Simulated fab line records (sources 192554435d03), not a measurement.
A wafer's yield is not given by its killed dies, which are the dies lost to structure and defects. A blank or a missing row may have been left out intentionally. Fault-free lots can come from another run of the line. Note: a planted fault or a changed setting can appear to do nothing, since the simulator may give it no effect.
Chamber matching :: flow n5 finfet :: N5_BEOL_M3_CO_CAP_55 on cvd co-02 has 3 sister chambers
The step material Co, precursor CCTBA/H2, target thk 2 nm, time 102.1 s. 3 wafers are shown with their chamber, then 12 later ones without.

EACH WAFER AND ITS CHAMBER
wafer: L086.4
chamber: 0
heater power w (W): 236

wafer: L087.4
chamber: 1
heater power w (W): 193

wafer: L087.6
chamber: 2
heater power w (W): 232

WAFERS MISSING THEIR CHAMBER
wafer: L089.4
heater power w (W): 195

wafer: L089.5
heater power w (W): 233

wafer: L089.6
heater power w (W): 240

wafer: L090.3
heater power w (W): 197

wafer: L090.5
heater power w (W): 247

wafer: L090.6
heater power w (W): 233

wafer: L091.1
heater power w (W): 241

wafer: L091.4
heater power w (W): 193

wafer: L091.5
heater power w (W): 234

wafer: L095.1
heater power w (W): 244

wafer: L095.5
heater power w (W): 235

wafer: L095.6
heater power w (W): 241

WHICH CHAMBER EACH WENT THROUGH
wafer: L089.4
from the rows above: 1
in truth: 1

wafer: L089.5
from the rows above: can't be placed: 2 or 0
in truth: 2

wafer: L089.6
from the rows above: can't be placed: 0 or 2
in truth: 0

wafer: L090.3
from the rows above: 1
in truth: 1

wafer: L090.5
from the rows above: can't be placed: 0 or 2
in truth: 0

wafer: L090.6
from the rows above: can't be placed: 2 or 0
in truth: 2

wafer: L091.1
from the rows above: can't be placed: 0 or 2
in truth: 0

wafer: L091.4
from the rows above: 1
in truth: 1

wafer: L091.5
from the rows above: can't be placed: 0 or 2
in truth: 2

wafer: L095.1
from the rows above: can't be placed: 0 or 2
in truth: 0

wafer: L095.5
from the rows above: can't be placed: 0 or 2
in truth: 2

wafer: L095.6
from the rows above: can't be placed: 0 or 2
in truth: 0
Correct placement for 3 of the 12. Unplaceable from these rows: 9, with the true chamber sitting among the candidates in 9. Placed wrongly: 0.
How it was worked out, from the rows above alone: a wafer's distance from a chamber is the root of the sum, over the readings, of the square of ((its reading less the chamber's mean) divided by the reading's scatter). If the next closest chamber is less than 2 further off than the closest, the wafer can't be placed; otherwise it belongs to the closest. A chamber's mean is the mean of its shown wafers. The scatter: with one shown wafer a chamber, the root of the mean of the squares of how far each hidden wafer lies from its nearest shown one.
